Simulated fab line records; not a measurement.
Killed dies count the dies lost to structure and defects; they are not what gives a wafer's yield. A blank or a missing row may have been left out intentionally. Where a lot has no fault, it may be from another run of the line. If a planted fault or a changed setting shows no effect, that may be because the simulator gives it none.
The tool behind it: which one?    flow n5 finfet    Sampling: 14 lots, 42 wafers, 4 of 1938 route steps

== WHAT THE GAUGES READ, wafer by wafer ==
N5_MOL_CONTACT_COAG_CD_MEAS_84 targets a cd of 25.1 nm.
lot   measured      on         cd nm (nm)
L294  day 5 13:46   cd sem-01  25.19 25.33 25.22
L295  day 5 15:14   cd sem-02  25.18 24.96 24.85
L296  day 5 20:46   cd sem-01  25.74 24.76 24.72
L297  day 6 02:40   cd sem-03  24.90 24.53 24.99
L298  day 6 10:31   cd sem-02  25.60 25.14 25.09
L300  day 6 23:34   cd sem-01  24.74 25.01 24.81
L303  day 7 15:13   cd sem-02  25.12 24.85 25.17
L304  day 7 23:11   cd sem-03  24.94 25.43 24.96
L306  day 8 12:17   cd sem-03  24.73 25.00 24.94
L307  day 8 16:52   cd sem-02  - - -
L308  day 8 22:02   cd sem-03  - - -
L314  day 10 09:11  cd sem-01  25.15 25.20 25.24
L315  day 10 16:01  cd sem-01  25.56 25.23 25.23
L316  day 10 19:16  cd sem-02  25.06 25.06 24.92

== EACH LOT AND THE TOOL THAT RAN IT (in order: tool; ch and the chambers of the sampled wafers; start) ==
lot   N5_MOL_CONTACT_COAG_ETCH_110       N5_MOL_CONTACT_COAG_PRE_CLEAN_142  N5_MOL_CONTACT_COAG_PEB_82
L294  rie diel-03 ch 0,1,3, day 5 05:30  pvd sputter-01, day 5 09:34        litho track-01 ch 0, day 5 13:41
L295  rie diel-05 ch 1,2, day 5 05:31    pvd sputter-03, day 5 09:42        litho track-03 ch 0, day 5 15:10
L296  rie diel-06 ch 1,2,3, day 5 12:19  pvd sputter-01, day 5 16:49        litho track-03 ch 0, day 5 20:41
L297  rie diel-05 ch 1,3, day 5 18:18    pvd sputter-03, day 5 22:52        litho track-03 ch 0, day 6 02:35
L298  rie diel-06 ch 1,2, day 6 01:45    pvd sputter-03, day 6 06:40        litho track-03 ch 0, day 6 10:26
L300  rie diel-03 ch 0,3, day 6 12:52    pvd sputter-03, day 6 19:37        litho track-03 ch 0, day 6 23:29
L303  rie diel-05 ch 0,1,2, day 7 06:36  pvd sputter-01, day 7 11:15        litho track-05 ch 0, day 7 15:09
L304  rie diel-06 ch 0,1,3, day 7 13:55  pvd sputter-03, day 7 19:02        litho track-03 ch 0, day 7 23:08
L306  rie diel-06 ch 0,1, day 8 00:22    pvd sputter-02, day 8 05:58        litho track-01 ch 0, day 8 12:14
L307  rie diel-05 ch 1,3, day 8 05:46    pvd sputter-03, day 8 11:13        litho track-01, day 8 16:49
L308  rie diel-05 ch 0,3, day 8 13:41    pvd sputter-02, day 8 17:48        litho track-01, day 8 21:58
L314  rie diel-06 ch 1,2,3, day 9 21:50  pvd sputter-01, day 10 04:32       litho track-05 ch 0, day 10 09:07
L315  rie diel-05 ch 1,3, day 10 06:08   pvd sputter-02, day 10 11:07       litho track-05 ch 0, day 10 15:56
L316  rie diel-06 ch 1,2, day 10 10:08   pvd sputter-02, day 10 15:27       litho track-01 ch 0, day 10 19:12
- N5_MOL_CONTACT_COAG_ETCH_110: etches Si in CF4/O2, target depth 2.5 nm, time 8 s.
- N5_MOL_CONTACT_COAG_PRE_CLEAN_142: time 60 s.
- N5_MOL_CONTACT_COAG_PEB_82: peb time 60 s.

== WHAT THE TOOLS THEMSELVES READ (means of the sampled wafers that have a number; where no wafer has one, the mark that the record gives instead) ==
N5_MOL_CONTACT_COAG_ETCH_110.
lot   tool         drypump motor current A (A)  oes_ar_750_au (a.u.)  oes product au (a.u.)  rf vpp V (V)  showerhead plenum p Torr (Torr)  throttle valve pct (%)
L294  rie diel-03  5.7                          0.82                  0.83                   129.1         2.21                             10.77
L295  rie diel-05  5.3                          0.76                  0.75                   129.2         2.24                             10.71
L296  rie diel-06  5.8                          0.74                  0.74                   126.3         2.16                             10.74
L297  rie diel-05  5.2                          0.73                  0.73                   127.6         2.20                             10.95
L298  rie diel-06  5.6                          0.72                  0.71                   124.2         2.15                             10.83
L300  rie diel-03  5.8                          0.88                  0.89                   128.5         2.18                             10.53
L303  rie diel-05  5.5                          0.74                  0.74                   126.9         2.24                             10.77
L304  rie diel-06  5.6                          0.74                  0.74                   128.8         2.21                             10.80
L306  rie diel-06  5.1                          0.72                  0.72                   129.9         2.26                             10.87
L307  rie diel-05  5.2                          0.86                  0.86                   129.2         2.19                             10.67
L308  rie diel-05  5.4                          0.85                  0.86                   126.1         2.19                             10.68
L314  rie diel-06  5.8                          0.81                  0.80                   126.6         2.23                             10.60
L315  rie diel-05  5.2                          0.83                  0.84                   127.4         2.19                             10.72
L316  rie diel-06  5.5                          0.82                  0.81                   126.0         2.26                             10.52

N5_MOL_CONTACT_COAG_PRE_CLEAN_142.
lot   tool            heater power w (W)
L294  pvd sputter-01  507
L295  pvd sputter-03  537
L296  pvd sputter-01  554
L297  pvd sputter-03  504
L298  pvd sputter-03  501
L300  pvd sputter-03  480
L303  pvd sputter-01  538
L304  pvd sputter-03  495
L306  pvd sputter-02  506
L307  pvd sputter-03  493
L308  pvd sputter-02  494
L314  pvd sputter-01  531
L315  pvd sputter-02  521
L316  pvd sputter-02  467

N5_MOL_CONTACT_COAG_PEB_82.
lot   tool            chill plate temp C (C)  exhaust pa (Pa)
L294  litho track-01  23.20                   43.9
L295  litho track-03  23.10                   45.0
L296  litho track-03  22.83                   45.6
L297  litho track-03  23.06                   46.2
L298  litho track-03  23.11                   44.6
L300  litho track-03  23.05                   44.1
L303  litho track-05  22.93                   44.9
L304  litho track-03  23.12                   45.6
L306  litho track-01  23.01                   44.7
L307  litho track-01  -                       -
L308  litho track-01  -                       -
L314  litho track-05  22.98                   45.7
L315  litho track-05  23.08                   43.7
L316  litho track-01  23.08                   45.6

== THE ANSWER, worked out from the rows above alone ==
Rule: what is usual is taken from the lots themselves. The widest of any qualifying gaps counts: lots, ordered by their means at a reading, are off when they make up no more than a third of the lots, leave a main group of 4 or more, and stand apart from it by 3 or more times the standard deviation of that group's means. The tables above print the reading to a certain number of digits; a main group whose means all agree to those digits is not used. Also off: a lot with no number at a reading for which 4 or more lots have one. The other lots that the step has rows for count as sound. The gauges are gone through in route order, then the tools' own readings, and for those a lot's mean is taken as printed above. At the first step where some lot is off, the reading lying furthest off is the one used; lots without a number count as furthest.
Off at N5_MOL_CONTACT_COAG_CD_MEAS_84 (cd nm): L307, L308. Without a number there: L307, L308. For the main group the mean is 25.07 nm and the standard deviation 0.16.
A tool fits if, at a process step before that reading, it ran every lot that is off, and no sound lot after the first of them. The gauges at N5_MOL_CONTACT_COAG_CD_MEAS_84 aren't tried: what is off there is off at N5_MOL_CONTACT_COAG_PEB_82 too, on other tools, and a gauge's error can't cause that. Not one of the candidates tried fits.

== WHAT THE SIMULATOR PUT IN ==
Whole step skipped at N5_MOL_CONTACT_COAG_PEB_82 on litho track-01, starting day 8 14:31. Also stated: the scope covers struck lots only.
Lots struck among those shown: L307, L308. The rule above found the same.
